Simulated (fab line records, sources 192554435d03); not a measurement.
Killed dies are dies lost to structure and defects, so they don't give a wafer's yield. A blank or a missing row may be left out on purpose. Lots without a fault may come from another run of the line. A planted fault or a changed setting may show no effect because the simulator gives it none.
Split-lot experiment | flow n5_finfet | 7 lots, 39 wafers read, on a route of 1938 steps

THE SPLIT
At N5_BEOL_M8_TRENCH_ETCH_37 (etches SiCOH lowk in C4F6/O2, target depth 93.478 nm, time 31.2 s), the setting target_depth_a was moved away from the recipe's 934.78 angstrom on 15 of the 39 wafers read, by -45.8% to +51.9%. The other wafers ran this setting at the recipe's value.

FROM THE SPLIT TO THE READING: what the file shows between them, 8 steps
- N5_BEOL_M8_ETCH_41: etches SiCN in CH3F/O2, target depth 31.9 nm, time 57.8 s
- N5_BEOL_M8_STRIP_80: strips in N2/H2, time 10 s
- N5_BEOL_M8_OCD_MEAS_38
- N5_BEOL_M8_HM_STRIP_39: strips TiN in peroxide tin strip, target depth 25 nm, time 158 s
- N5_BEOL_M8_SRD_40: time 30 s
- N5_BEOL_M8_ECD_50: material Cu, target thk 300 nm
- N5_BEOL_M8_ANNEAL_51: time 90 s
- N5_BEOL_M8_CMP_52: polishes, stops on SiCOH lowk, t overpolish 6.9 s, target thk 80 nm

THE READING
M8_THK, in nm, at N5_BEOL_M8_THK_MEAS_53 (measures by xrf). Fault-free wafers of this fab line usually give 79.8 nm, standard deviation 2.2 nm.

wafer  | tool, chamber at the split | target_depth_a as run, angstrom | against the recipe | M8_THK, nm | against lot-mates on the recipe
L079.1 | rie_diel-06, 3             | 934.78                          | recipe             | 79.9       | -
L079.5 | rie_diel-06, 2             | 934.78                          | recipe             | 80.6       | -
L079.6 | rie_diel-06, 1             | 934.78                          | recipe             | 82.7       | -
L081.1 | rie_diel-01, 3             | 934.78                          | recipe             | 82.6       | -
L081.2 | rie_diel-01, 2             | 934.78                          | recipe             | 79.3       | -
L081.3 | rie_diel-01, 0             | 506.2                           | -45.8%             | 37.7       | -42.5
L081.4 | rie_diel-01, 3             | 506.2                           | -45.8%             | 38.0       | -42.2
L081.5 | rie_diel-01, 2             | 506.2                           | -45.8%             | 36.4       | -43.8
L081.6 | rie_diel-01, 0             | 934.78                          | recipe             | 78.6       | -
L082.1 | rie_diel-03, 1             | 764.3                           | -18.2%             | 65.3       | -13.0
L082.2 | rie_diel-03, 3             | 934.78                          | recipe             | 76.6       | -
L082.3 | rie_diel-03, 2             | 934.78                          | recipe             | 81.0       | -
L082.4 | rie_diel-03, 0             | 764.3                           | -18.2%             | 62.5       | -15.8
L082.5 | rie_diel-03, 3             | 934.78                          | recipe             | 77.3       | -
L082.6 | rie_diel-03, 2             | 764.3                           | -18.2%             | 63.9       | -14.4
L084.1 | rie_diel-06, 0             | 1204                            | +28.8%             | 105.6      | +24.2
L084.2 | rie_diel-06, 3             | 934.78                          | recipe             | 79.7       | -
L084.3 | rie_diel-06, 1             | 934.78                          | recipe             | 82.3       | -
L084.4 | rie_diel-06, 2             | 1204                            | +28.8%             | 109.7      | +28.3
L084.5 | rie_diel-06, 1             | 934.78                          | recipe             | 82.3       | -
L084.6 | rie_diel-06, 0             | 1204                            | +28.8%             | 107.0      | +25.6
L087.1 | rie_diel-06, 3             | 743.5                           | -20.5%             | 60.9       | -19.4
L087.2 | rie_diel-06, 2             | 934.78                          | recipe             | 80.4       | -
L087.3 | rie_diel-06, 0             | 743.5                           | -20.5%             | 58.4       | -21.9
L087.4 | rie_diel-06, 1             | 743.5                           | -20.5%             | 62.3       | -18.0
L087.5 | rie_diel-06, 1             | 934.78                          | recipe             | 79.7       | -
L087.6 | rie_diel-06, 2             | 934.78                          | recipe             | 80.8       | -
L091.1 | rie_diel-01, 0             | 934.78                          | recipe             | 78.5       | -
L091.2 | rie_diel-01, 1             | 1420                            | +51.9%             | 133.9      | +52.7
L091.3 | rie_diel-01, 3             | 934.78                          | recipe             | 81.0       | -
L091.4 | rie_diel-01, 0             | 1420                            | +51.9%             | 126.2      | +45.0
L091.5 | rie_diel-01, 1             | 934.78                          | recipe             | 84.1       | -
L091.6 | rie_diel-01, 3             | 1420                            | +51.9%             | 131.6      | +50.4
L096.1 | rie_diel-03, 1             | 934.78                          | recipe             | 83.3       | -
L096.2 | rie_diel-03, 0             | 934.78                          | recipe             | 79.7       | -
L096.3 | rie_diel-03, 3             | 934.78                          | recipe             | 75.9       | -
L096.4 | rie_diel-03, 2             | 934.78                          | recipe             | 80.3       | -
L096.5 | rie_diel-03, 0             | 934.78                          | recipe             | 77.6       | -
L096.6 | rie_diel-03, 3             | 934.78                          | recipe             | 77.5       | -

THE FIT
A straight line over all 39 wafers: M8_THK changes by +0.951 nm for each +1% of target_depth_a; r = +1.00; the points scatter about the line by 2.1 nm.
The same after taking each lot's own level away (the mean of its wafers on the recipe; 39 wafers): +0.932 nm for each +1%; r = +1.00; scatter 2.1 nm.
On that fit, the largest move of target_depth_a shifts the reading by 48 nm.
The lots' own levels span 78.30 to 81.43 nm, that is 1.4 times the standard deviation above.
So the lot-to-lot level changes the slope little: the two slopes agree.
Check: with one of the wafers moved furthest among these (+51.9%) left out of the fit, the line predicts +47.7 nm for it against its lot-mates. It came out at +52.7 nm against them.

THE WHOLE CHAIN: every reading that the file lists as answering this split, in the file's order
step                      | what it does                                                        | reading                                                                          | change (the file's fit)                                                              | r (the file's)
N5_BEOL_M8_TRENCH_ETCH_37 | etches SiCOH lowk in C4F6/O2, target depth 93.478 nm, time 31.2 s   | etch.depth_nm (the simulator's own value, which no gauge read)                   | +0.917 nm for each +1% of the setting                                                | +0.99
N5_BEOL_M8_TRENCH_ETCH_37 | etches SiCOH lowk in C4F6/O2, target depth 93.478 nm, time 31.2 s   | BEOL_M8.feature_depth_nm (the simulator's own value, which no gauge read)        | +0.916 nm for each +1% of the setting                                                | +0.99
N5_BEOL_M8_TRENCH_ETCH_37 | etches SiCOH lowk in C4F6/O2, target depth 93.478 nm, time 31.2 s   | TiN_of_BEOL_M8_HM_DEP_02.thk_nm (the simulator's own value, which no gauge read) | -0.0263 nm for each +1% of the setting                                               | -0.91
N5_BEOL_M8_OCD_MEAS_38    |                                                                     | trench_depth_nm                                                                  | +0.916 nm for each +1% of the setting                                                | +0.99
N5_BEOL_M8_CMP_52         | polishes, stops on SiCOH lowk, t overpolish 6.9 s, target thk 80 nm | Cu_of_BEOL_M8_ECD_50.thk_nm (the simulator's own value, which no gauge read)     | +0.927 nm for each +1% of the setting                                                | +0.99
N5_BEOL_M8_THK_MEAS_53    | measures by xrf                                                     | M8_THK                                                                           | +0.932 for each +1% of the setting                                                   | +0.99
N5_BEOL_M8_RS_MEAS_57     | measures by four-point-probe                                        | M8_RS                                                                            | not straight: 0.743 at the lowest setting, 0.286 at the recipe, 0.164 at the highest | not given

THE FILE'S OWN FIT
M8_THK changes by +0.932 nm for each +1% of target_depth_a, r = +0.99.
